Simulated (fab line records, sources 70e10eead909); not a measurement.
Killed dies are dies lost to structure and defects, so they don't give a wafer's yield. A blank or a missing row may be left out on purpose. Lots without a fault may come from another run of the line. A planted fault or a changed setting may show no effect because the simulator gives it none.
Problem report in the 8D (eight disciplines) form, filled by code | flow nand_harc | the parts of the form that need people (team, actions taken, sign-off) are left out

1. THE PROBLEM
thk_nm at NHARC_A_ONON_D1_THK_MEAS_14 reads a mean of 866 nm on 3 wafers of 2 lots; wafers without a fault read 1001 nm with a standard deviation of 9.8. That is -14 standard deviations from the usual mean.
The step: measures by ellipsometry.
First seen on wafer L317.4, day 10 19:16, on film_metro-02. The record holds 36 wafers of 12 lots with a number at this step. Rule for "out", or "out of limits": more than 4 standard deviations from the usual mean. The other wafers with a number count as sound.

2. WHAT IT IS AND WHAT IT IS NOT
question                    | is                           | is not
which readings at this step | thk_nm                       | -
which lots                  | L317, L318                   | L311, L312, L313, L316, L326, L327, L329, L330, L331, L333
which wafers of those lots  | L317.4, L318.2, L318.4       | L317.5, L317.6, L318.6
read on which gauges        | film_metro-01, film_metro-02 | -
when                        | from day 10 19:16            | up to then (14 sound wafers); but 19 sound wafers of L318, L326, L327, L329, L330, L331, L333 came after

3. SUSPECTS, AND WHAT RULES EACH OUT
Counting: a tool at a process step up to the reading stays a suspect if it ran every lot that is out. Sound lots after the first of them don't rule it out here, since some wafers of a struck lot are sound.
- the gauge at NHARC_A_ONON_D1_THK_MEAS_14: ruled out. The wafers that are out were read on 2 gauges (film_metro-01, film_metro-02).
- pecvd_onon-02 at NHARC_A_ONON_D1_DEP_12 (target thk 1000 nm): kept. It ran every lot that is out, first L317 (day 10 18:56); its last sound lot up to then is L316 (day 10 12:24).
Left after counting: pecvd_onon-02 at NHARC_A_ONON_D1_DEP_12.

4. THE CAUSE (what the simulator had put in)
Process parameter drift: pecvd_onon-02, from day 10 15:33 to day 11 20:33, at NHARC_A_ONON_D1_DEP_12. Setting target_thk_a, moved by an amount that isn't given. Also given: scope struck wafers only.
Counting left only this tool.

5. THE CHAIN OF EFFECTS, in route order
Each row: a reading whose mean over the struck wafers that have a number lies more than 3 standard deviations from the usual. Only readings for which the record gives a usual standard deviation are gone through. hours: the time from each lot's start at the first step in this table that gives one to its start at this step, as a median over the lots. sigmas: the change in usual standard deviations.
hours | step                        | reading         | usual   | on struck wafers | change | sigmas
0     | NHARC_A_ONON_D1_THK_MEAS_14 | thk_nm          | 1001 nm | 866              | -135   | -14
396   | NHARC_END_SORT_01           | killed_at_array | 52      | 669              | +617   | +32
396   | NHARC_END_SORT_01           | killed_dies     | 57      | 677              | +620   | +33

6. WHAT WOULD HAVE CAUGHT IT SOONER
In this record the first reading out of limits at a measuring or inspecting step was taken at day 10 19:16, 4 hours after the fault began at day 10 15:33.
Of the tool readings at NHARC_A_ONON_D1_DEP_12 for which the record gives a usual standard deviation, none was out on any struck wafer, so an alarm limit of 4 standard deviations on them would not have fired.
Of the lots that are out (2), L318 began NHARC_A_ONON_D1_DEP_12 on pecvd_onon-02 after day 10 19:16. A hold on the tool at that time would have spared it.
